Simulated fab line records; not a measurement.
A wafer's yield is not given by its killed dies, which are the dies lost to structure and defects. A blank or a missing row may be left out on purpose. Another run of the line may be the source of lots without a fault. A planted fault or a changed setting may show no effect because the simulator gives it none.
Chamber matching || flow nand_harc || 4 sister chambers for NHARC_A_CONTACT_ALD_18 on ald_metal-01
The step deposits TiN, target thk 3 nm, pulse time 1 s, ald cycles 150. 8 wafers are shown with their chamber, then 8 later ones without.

## WAFERS WITH THEIR CHAMBER
{"wafer": "L079.2", "chamber": 3, "heater_power_w (W)": 992, "precursor_pulse_height_rel": 0.997}
{"wafer": "L079.4", "chamber": 1, "heater_power_w (W)": 1036, "precursor_pulse_height_rel": 0.953}
{"wafer": "L077.1", "chamber": 3, "heater_power_w (W)": 1006, "precursor_pulse_height_rel": 0.999}
{"wafer": "L077.3", "chamber": 0, "heater_power_w (W)": 1314, "precursor_pulse_height_rel": 1.007}
{"wafer": "L081.1", "chamber": 2, "heater_power_w (W)": 1176, "precursor_pulse_height_rel": 0.987}
{"wafer": "L081.2", "chamber": 1, "heater_power_w (W)": 1083, "precursor_pulse_height_rel": 1.026}
{"wafer": "L081.4", "chamber": 0, "heater_power_w (W)": 1300, "precursor_pulse_height_rel": 1.015}
{"wafer": "L087.1", "chamber": 2, "heater_power_w (W)": 1194, "precursor_pulse_height_rel": 1.033}

## WAFERS MISSING THEIR CHAMBER
{"wafer": "L087.2", "heater_power_w (W)": 1044, "precursor_pulse_height_rel": 1.014}
{"wafer": "L087.4", "heater_power_w (W)": 1337, "precursor_pulse_height_rel": 0.991}
{"wafer": "L087.3", "heater_power_w (W)": 1077, "precursor_pulse_height_rel": 0.969}
{"wafer": "L087.5", "heater_power_w (W)": 1006, "precursor_pulse_height_rel": 1.004}
{"wafer": "L087.6", "heater_power_w (W)": 1299, "precursor_pulse_height_rel": 1.043}
{"wafer": "L084.2", "heater_power_w (W)": 1321, "precursor_pulse_height_rel": 0.997}
{"wafer": "L084.4", "heater_power_w (W)": 1212, "precursor_pulse_height_rel": 1.006}
{"wafer": "L084.6", "heater_power_w (W)": 1338, "precursor_pulse_height_rel": 1.016}

## THE CHAMBER EACH PASSED THROUGH
{"wafer": "L087.2", "from the rows above": "can't be placed: 1 or 3", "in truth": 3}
{"wafer": "L087.4", "from the rows above": 0, "in truth": 0}
{"wafer": "L087.3", "from the rows above": 1, "in truth": 1}
{"wafer": "L087.5", "from the rows above": 3, "in truth": 3}
{"wafer": "L087.6", "from the rows above": 0, "in truth": 0}
{"wafer": "L084.2", "from the rows above": 0, "in truth": 0}
{"wafer": "L084.4", "from the rows above": 2, "in truth": 2}
{"wafer": "L084.6", "from the rows above": 0, "in truth": 0}
7 of 8 placed correctly. These rows do not allow placing 1 (true chamber among the candidates in 1). Placed wrongly: 0.
How it was worked out, from the rows above alone: a wafer's distance from a chamber is the root of the sum, over the readings, of the square of ((its reading less the chamber's mean) divided by the reading's scatter). The wafer belongs to the nearest chamber; if the next one is less than 2 further off, it can't be placed. Each chamber's mean is taken over the wafers shown for it. The scatter: take each reading less its chamber's mean, square it, sum over the shown wafers, divide by the number of wafers less the number of chambers, and take the root.
